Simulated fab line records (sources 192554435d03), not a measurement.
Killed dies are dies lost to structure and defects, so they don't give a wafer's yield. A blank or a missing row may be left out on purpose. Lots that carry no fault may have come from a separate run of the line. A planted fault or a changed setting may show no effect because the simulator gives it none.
fab line records	flow n5-finfet
record: lots: 6	wafers: 16	last-day: 18
route steps=1938 shown BEOL_M1@824 BEOL_M4@1111 PASSIVATION@1936
lots with no fault: from the same line, run without faults
start-h: start of the lot's first displayed wafer, in hours after the record's first day	wait-h: hours from the lot's prior step to this one	" unchanged from the row above	L1.1+2: a row that stands for several wafers	- value missing, or start not given	* or withheld: withheld	< > ~ a bound
route shown NAME@n: names a module that has steps shown in the file, with the first one's number in the route	usual: mean/standard deviation taken from wafers without a fault	same: alike in all rows	chamber/n: place in a boat	sites: per-site readings	_std_site: standard deviation across them	_edge_site: inner sites' mean taken away from outer sites' mean	radius-mm: for every site, how far away it sits from the centre of the wafer	mask NAME#n: copy n	behind: tool/chamber where the wafer was last shaped	hold: what put the lot on hold/how long, in hours/how the hold closed	device: whichever transistor did not switch (one of n, p or np)	end of line: tests run on the same wafers once the route is complete	a step with no rows: only its recipe	killed: dies lost to structure and defects at the first sort, not the wafer's yield	map: per-die view of a wafer (x killed, . not killed, _ where there is no die)
set.NAME: the setting that was run; set.NAME@STEP: the one run at that earlier step	model.NAME: the simulator's own value behind a step, which no gauge read
a table for each step, a row for each wafer; lots at some steps of the route
services: when a tool's chamber went out of use (start-h, in hours from the record's first day, below 0 if earlier), for how many hours, and the reason
== steps ==
step: N5_BEOL_M1_SPUTTER_90
recipe: material: Cu	target-thk-a: 45	temp-c: -20	chamber-pressure-pa: 0.07	power-w: withheld	time-s: 8.29
step: N5_BEOL_M1_ANNEAL_91
recipe: temp-c: 400	time-s: 240	ambient: vacuum
step: N5_BEOL_M1_SPUTTER_92
recipe: material: Cu	target-thk-a: 45	temp-c: -20	chamber-pressure-pa: 0.07	power-w: withheld	time-s: 8.29
usual: throttle-valve-pct: 29.8/0.79
lot.wafer	tool	chamber	start-h	wait-h	throttle-valve-pct
L192.1	pvd-sputter-03	-	132.84	0.1	29.4
L192.3	"	-	"	"	29.0
L192.5	"	-	"	"	29.6
L194.3	pvd-sputter-03	-	146.02	0.1	29.4
L194.4	"	-	"	"	30.6
L194.6	"	-	"	"	29.6
L201.1	pvd-sputter-01	-	192.94	0.1	30.7
L201.3	"	-	"	"	30.4
L201.6	"	-	"	"	30.4
L206.4	pvd-sputter-03	-	216.18	0.1	30.4
L206.6	"	-	"	"	29.1
L207.5	pvd-sputter-03	-	224.51	0.0	29.8
L207.6	"	-	"	"	30.3
L214.2	pvd-sputter-01	-	281.52	0.1	31.3
L214.4	"	-	"	"	29.4
L214.6	"	-	"	"	31.1
step: N5_BEOL_M1_ANNEAL_93
recipe: temp-c: 400	time-s: 240	ambient: vacuum
usual: heater-power-w: 859/81
lot.wafer	tool	chamber	start-h	wait-h	heater-power-w
L192.1	pvd-sputter-03	-	132.92	0.0	772
L192.3	"	-	"	"	840
L192.5	"	-	"	"	764
L194.3	pvd-sputter-03	-	146.10	0.0	859
L194.4	"	-	"	"	749
L194.6	"	-	"	"	751
L201.1	pvd-sputter-01	-	193.02	0.0	906
L201.3	"	-	"	"	837
L201.6	"	-	"	"	861
L206.4	pvd-sputter-03	-	216.26	0.0	760
L206.6	"	-	"	"	870
L207.5	pvd-sputter-03	-	224.62	0.1	862
L207.6	"	-	"	"	749
L214.2	pvd-sputter-01	-	281.60	0.0	893
L214.4	"	-	"	"	904
L214.6	"	-	"	"	894
step: N5_BEOL_M1_SPUTTER_94
recipe: material: Cu	target-thk-a: 45	temp-c: -20	chamber-pressure-pa: 0.07	power-w: withheld	time-s: 8.29
usual: throttle-valve-pct: 29.8/0.74
lot.wafer	tool	chamber	start-h	wait-h	throttle-valve-pct
L192.1	pvd-sputter-03	-	133.06	0.1	29.5
L192.3	"	-	"	"	29.4
L192.5	"	-	"	"	29.6
L194.3	pvd-sputter-03	-	146.24	0.1	29.5
L194.4	"	-	"	"	30.6
L194.6	"	-	"	"	29.3
L201.1	pvd-sputter-01	-	193.16	0.1	30.9
L201.3	"	-	"	"	30.3
L201.6	"	-	"	"	30.3
L206.4	pvd-sputter-03	-	216.40	0.1	30.3
L206.6	"	-	"	"	29.2
L207.5	pvd-sputter-03	-	224.73	0.0	29.7
L207.6	"	-	"	"	30.2
L214.2	pvd-sputter-01	-	281.74	0.1	31.0
L214.4	"	-	"	"	29.7
L214.6	"	-	"	"	30.9
step: N5_BEOL_M1_ANNEAL_95
recipe: temp-c: 400	time-s: 240	ambient: vacuum
step: N5_BEOL_M1_SPUTTER_96
recipe: material: Cu	target-thk-a: 45	temp-c: -20	chamber-pressure-pa: 0.07	power-w: withheld	time-s: 8.29
usual: throttle-valve-pct: 29.9/0.77
lot.wafer	tool	chamber	start-h	wait-h	throttle-valve-pct
L192.1	pvd-sputter-03	-	133.28	0.1	29.3
L192.3	"	-	"	"	29.1
L192.5	"	-	"	"	29.4
L194.3	pvd-sputter-03	-	146.46	0.1	29.8
L194.4	"	-	"	"	30.5
L194.6	"	-	"	"	29.4
L201.1	pvd-sputter-01	-	193.38	0.1	30.9
L201.3	"	-	"	"	30.4
L201.6	"	-	"	"	30.4
L206.4	pvd-sputter-03	-	216.62	0.1	30.8
L206.6	"	-	"	"	29.4
L207.5	pvd-sputter-03	-	224.95	0.0	29.6
L207.6	"	-	"	"	30.3
L214.2	pvd-sputter-01	-	281.96	0.1	30.9
L214.4	"	-	"	"	29.8
L214.6	"	-	"	"	30.9
step: N5_BEOL_M1_ECD_50
recipe: material: Cu	target-thk-a: 3000
step: N5_BEOL_M1_ANNEAL_51
recipe: temp-c: 225	time-s: 90	ambient: N2
usual: wafer_temp_C_max: 225.70/0.23
lot.wafer	tool	chamber	start-h	wait-h	wafer_temp_C_max
L192.1	rtp-anneal-02	0	133.48	0.1	225.68
L192.3	"	0	"	"	225.87
L192.5	"	0	"	"	225.71
L194.3	rtp-anneal-02	0	149.08	2.5	225.78
L194.4	"	0	"	"	225.86
L194.6	"	0	"	"	225.76
L201.1	rtp-anneal-02	0	196.21	2.7	225.57
L201.3	"	0	"	"	225.72
L201.6	"	0	"	"	225.17
L206.4	rtp-anneal-02	0	219.69	2.9	225.76
L206.6	"	0	"	"	226.15
L207.5	rtp-anneal-02	0	226.87	1.8	225.66
L207.6	"	0	"	"	225.86
L214.2	rtp-anneal-02	0	282.25	0.2	225.62
L214.4	"	0	"	"	225.51
L214.6	"	0	"	"	225.50
step: N5_BEOL_M1_CMP_52
recipe: stop-on: SiOC	t-overpolish-s: 6.8	down-force-psi: 1	platen-rpm: 50	clearing-platen-down-force-psi: 1.5	clearing-platen-rpm: 50	post-cmp-clean: cu-alkaline	target-thk-nm: 40	clearing-platen-pad-velocity-m-s: 0.99484	pad-velocity-m-s: 0.99484
step: N5_BEOL_M1_THK_MEAS_53
recipe: thk-meas-gauge: xrf	reads: Cu_of_BEOL_M1_ECD_50
usual: M1_THK: 40.1/1.6
lot.wafer	tool	chamber	start-h	wait-h	M1_THK[nm]
L192.1	film-metro-01	-	134.07	-	40.4
L192.3	"	-	"	"	38.5
L192.5	"	-	"	"	40.0
L194.3	film-metro-02	-	149.60	-	40.1
L194.4	"	-	"	"	38.2
L194.6	"	-	"	"	39.4
L201.1	film-metro-02	-	196.82	-	37.0
L201.3	"	-	"	"	39.4
L201.6	"	-	"	"	40.7
L206.4	film-metro-01	-	220.15	-	38.5
L206.6	"	-	"	"	39.9
L207.5	film-metro-02	-	227.29	-	43.5
L207.6	"	-	"	"	40.6
L214.2	film-metro-01	-	282.80	-	37.3
L214.4	"	-	"	"	39.1
L214.6	"	-	"	"	39.2
step: N5_BEOL_M1_PRE_CLEAN_60
recipe: gas: NH3/H2	time-s: 15	temp-c: *	rf-power-w: 300
step: N5_BEOL_M1_CO_CAP_55
recipe: material: Co	target-thk-a: 20	temp-c: 200	precursor: CCTBA/H2	pressure-torr: 30	time-s: 102.1
usual: heater-power-w: 235/24	run-length-s: 125.3/0.42
lot.wafer	tool	chamber	start-h	wait-h	heater-power-w	run-length-s	since-wet-clean-h	model.Co_of_BEOL_M1_CO_CAP_55.thk-nm
L192.1	cvd-co-01	2	134.15	0.0	207	124.6	216	1.8
L192.3	"	0	"	"	230	125.9	675	1.8
L192.5	"	1	"	"	221	125.2	-	2
L194.3	cvd-co-02	0	149.68	0.0	281	125.3	910	2
L194.4	"	0	"	"	277	125.0	-	1.8
L194.6	"	2	"	"	219	125.0	-	2
L201.1	cvd-co-01	0	196.92	0.0	239	126.0	738	1.8
L201.3	"	1	"	"	221	125.4	-	1.8
L201.6	"	1	"	"	221	125.5	-	1.8
L206.4	cvd-co-01	0	220.26	0.0	233	125.9	-	2
L206.6	"	1	"	"	222	172.9	-	2.8
L207.5	cvd-co-01	0	227.40	0.0	229	125.9	-	1.8
L207.6	"	2	"	"	210	172.4	-	2.8
L214.2	cvd-co-01	1	282.87	0.0	229	124.9	1262	2
L214.4	"	0	"	"	235	125.9	-	2
L214.6	"	2	"	"	213	124.6	-	1.8
step: N5_BEOL_M1_PRE_CLEAN_56
recipe: gas: NH3	time-s: 15	temp-c: withheld	rf-power-w: 300
step: N5_BEOL_M4_RC_MEAS_101
usual: DIBL_N: 35.7/1.3	DIBL_P: 35.4/1.8	IOFF_N: 0.152/0.027	IOFF_P: 0.20/0.034	ION_N: 672/9.8	ION_P: 461/7.5	SS_N: 71.4/0.55	SS_P: 73.1/0.61	VT_N: 251/3.3	VT_P: -251/3.6
lot.wafer	tool	chamber	start-h	wait-h	DIBL_N[mV/V]	DIBL_P[mV/V]	IOFF_N[nA/um]	IOFF_P[nA/um]	ION_N[uA/um]	ION_P[uA/um]	SS_N[mV/dec]	SS_P[mV/dec]	VT_N[mV]	VT_P[mV]
L192.1	prober-01	0	167.82	0.0	36.3	36.0	0.147	0.20	667	467	71.1	74.3	252	-249
L192.3	"	0	"	"	36.4	34.7	0.148	0.19	672	462	71.3	73.3	250	-249
L192.5	"	0	"	"	35.3	34.6	0.136	0.18	673	462	71.4	73.1	253	-251
L194.3	prober-02	0	181.50	0.3	34.6	36.3	0.165	0.19	682	464	71.3	73.0	250	-252
L194.4	"	0	"	"	36.9	37.7	0.190	0.20	680	456	72.2	73.9	249	-251
L194.6	"	0	"	"	34.4	35.2	0.150	0.17	677	456	71.4	72.6	251	-254
L201.1	prober-02	0	227.18	0.0	34.9	35.1	0.131	0.21	669	466	71.2	72.8	254	-249
L201.3	"	0	"	"	35.9	35.8	0.152	0.23	679	469	71.6	73.3	249	-249
L201.6	"	0	"	"	35.6	36.1	0.142	0.23	666	471	71.6	73.7	252	-247
L206.4	prober-01	0	256.55	0.5	35.4	34.7	0.144	0.17	678	452	71.8	72.4	249	-255
L206.6	"	0	"	"	37.4	37.0	0.172	0.21	670	454	71.8	73.4	250	-251
L207.5	prober-01	0	262.44	0.6	34.6	34.2	0.122	0.18	654	456	70.9	72.1	251	-252
L207.6	"	0	"	"	35.6	34.3	0.138	0.19	668	458	71.7	72.8	250	-250
L214.2	prober-02	0	318.63	0.2	33.7	33.3	0.112	0.18	669	470	70.2	72.8	255	-250
L214.4	"	0	"	"	32.7	31.1	0.097	0.15	661	459	71.1	72.6	258	-252
L214.6	"	0	"	"	32.1	30.5	0.093	0.16	651	457	70.2	72.6	257	-253
step: N5_PASSIVATION_PROBE_49
usual: defect-limited-yield: 91.5/1.3	killed_at_M0_to_M3: 33/11	killed_at_M4_up: 14/5.3	killed-at-contacts: 11/6.3	killed-at-front-end: 38/10	killed-at-other: 3.7/2.8	killed-dies: 101/16	killed-open: 67/12	killed-short: 32/7.4	sort_bin_5_function: 5.0/0.86	sort_bin_6_memory: 3.2/0.69	sort-n-pass: 1079/16	sort-yield-pct: 91.5/1.3
same: gross-dies: 1180	killed-at-back-side: 0	sort_bin_4_leakage[%]: 0	sort_bin_8_speed[%]: 0
lot.wafer	tool	chamber	start-h	wait-h	defect-limited-yield[%]	killed_at_M0_to_M3	killed_at_M4_up	killed-at-contacts	killed-at-front-end	killed-at-other	killed-dies	killed-open	killed-short	sort_bin_5_function[%]	sort_bin_6_memory[%]	sort-n-pass	sort-yield-pct[%]
L201.1	prober-02	-	333.10	0.0	91.7	32	13	15	38	0	98	70	26	5.2	2.9	1082	91.7
L201.3	prober-02	-	333.20	0.1	91.6	33	16	7	42	1	99	63	35	4.4	3.9	1081	91.6
L201.6	prober-02	-	333.35	0.3	92.2	29	6	2	52	3	92	56	35	4.4	2.8	1088	92.2
killed by level:class
L201.1 MOL_CONTACT_COAG:geometric-particle:open=14 BEOL_M2:geometric-particle:open=9 BEOL_M4:geometric-particle:open=9 BEOL_M0_SAQP:geometric-particle:short=8 FIN_SAQP:geometric-particle:open=7 STI_FIN_REVEAL:geometric-particle:open=7 BEOL_M0_SAQP:geometric-particle:open=7 FIN_SAQP:geometric-particle:short=5
L201.3 FIN_SAQP:geometric-particle:short=13 STI_FIN_REVEAL:geometric-particle:open=11 BEOL_M2:geometric-particle:open=11 BEOL_M3:geometric-particle:open=10 BEOL_M0_SAQP:geometric-particle:short=7 MOL_CONTACT_COAG:geometric-particle:open=6 BEOL_M6:geometric-particle:open=4 FIN_SAQP:geometric-particle:open=3
L201.6 FIN_SAQP:geometric-particle:short=18 BEOL_M2:geometric-particle:open=15 STI_FIN_REVEAL:geometric-particle:open=10 FIN_SAQP:geometric-particle:open=6 BEOL_M3:geometric-particle:open=5 DUMMY_GATE:geometric-particle:open=3 ILD0:geometric-particle:open=3 BEOL_M4:geometric-particle:open=3
== services ==
tool	chamber	start-h	hours	kind
cvd-co-02	1	114.67	-	clean
cvd-co-02	1	114.67	22.0	scheduled-down
cvd-co-02	1	114.67	22.0	vent-cycle
cvd-co-01	-	122.50	0.8	repair
cvd-co-01	-	153.72	6.9	pm
cvd-co-02	-	168.66	0.6	repair
cvd-co-01	2	189.17	15.3	repair
cvd-co-01	1	205.77	4.3	repair
cvd-co-01	0	208.60	9.6	repair
cvd-co-02	-	227.63	6.0	pm
cvd-co-02	-	243.17	20.8	repair
rtp-anneal-02	-	260.73	4.3	pm
== key ==
first-sign: step: N5_BEOL_M1_CO_CAP_55	reading: run-length-s	direction: up	sigmas: 99+	usual: *	struck: *
effect none on later readings
model-effect: step: N5_BEOL_M1_CO_CAP_55	value: Co_of_BEOL_M1_CO_CAP_55.thk-nm	without: 1.9	struck: 2.8
met-at N5_BEOL_M1_CO_CAP_55
struck-wafers L206.6,L207.6
onset-between 196.92 220.26
fault: kind: process-parameter-drift	tool: cvd-co-01	chamber: -	onset-h: 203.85	steps: N5_BEOL_M1_CO_CAP_55	channel: time-s	offset: *	shape: step	end-h: 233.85	scope: struck-wafers-only	acts-in: *	stated: *
